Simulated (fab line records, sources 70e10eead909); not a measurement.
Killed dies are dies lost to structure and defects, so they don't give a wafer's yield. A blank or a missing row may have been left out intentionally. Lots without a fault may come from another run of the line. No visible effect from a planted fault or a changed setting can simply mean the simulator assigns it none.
Chamber matching || flow nand_harc || NHARC_P_BONDPAD_CMP_32 on cmp-02: 4 sister chambers
The step polishes SiCN, target thk 200 nm. 8 wafers are shown with their chamber, then 8 later ones without.

EACH WAFER AND ITS CHAMBER
{"wafer": "L080.6", "chamber": 0, "motor_current_A (A)": 12.5}
{"wafer": "L083.2", "chamber": 2, "motor_current_A (A)": 11.7}
{"wafer": "L083.3", "chamber": 1, "motor_current_A (A)": 11.0}
{"wafer": "L083.4", "chamber": 3, "motor_current_A (A)": 11.4}
{"wafer": "L085.2", "chamber": 0, "motor_current_A (A)": 13.3}
{"wafer": "L085.3", "chamber": 2, "motor_current_A (A)": 11.0}
{"wafer": "L085.6", "chamber": 3, "motor_current_A (A)": 11.3}
{"wafer": "L086.3", "chamber": 1, "motor_current_A (A)": 10.6}

WAFERS WHOSE CHAMBER IS MISSING
{"wafer": "L086.4", "motor_current_A (A)": 11.2}
{"wafer": "L086.5", "motor_current_A (A)": 13.5}
{"wafer": "L088.1", "motor_current_A (A)": 10.7}
{"wafer": "L088.4", "motor_current_A (A)": 10.8}
{"wafer": "L088.5", "motor_current_A (A)": 11.1}
{"wafer": "L095.1", "motor_current_A (A)": 11.3}
{"wafer": "L095.2", "motor_current_A (A)": 11.5}
{"wafer": "L095.5", "motor_current_A (A)": 12.4}

WHICH CHAMBER EACH ONE RAN IN
{"wafer": "L086.4", "from the rows above": "can't be placed: 2 or 3 or 1", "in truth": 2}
{"wafer": "L086.5", "from the rows above": 0, "in truth": 0}
{"wafer": "L088.1", "from the rows above": "can't be placed: 1 or 2 or 3", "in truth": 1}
{"wafer": "L088.4", "from the rows above": "can't be placed: 1 or 2 or 3", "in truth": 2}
{"wafer": "L088.5", "from the rows above": "can't be placed: 2 or 3 or 1", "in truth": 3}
{"wafer": "L095.1", "from the rows above": "can't be placed: 2 or 3 or 1", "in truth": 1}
{"wafer": "L095.2", "from the rows above": "can't be placed: 3 or 2 or 1", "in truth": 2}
{"wafer": "L095.5", "from the rows above": "can't be placed: 0 or 3 or 2", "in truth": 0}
1 of 8 placed correctly. From these rows, 7 cannot be placed; in 7 the true chamber is one of the candidates. 0 placed wrongly.
How it was worked out, from the rows above alone: a wafer's distance from a chamber is the root of the sum, over the readings, of the square of ((its reading less the chamber's mean) divided by the reading's scatter). If the next closest chamber is less than 2 further off than the closest, the wafer can't be placed; otherwise it belongs to the closest. A chamber's mean is the mean of its shown wafers. The scatter: take each reading less its chamber's mean, square it, sum over the shown wafers, divide by the number of wafers less the number of chambers, and take the root.
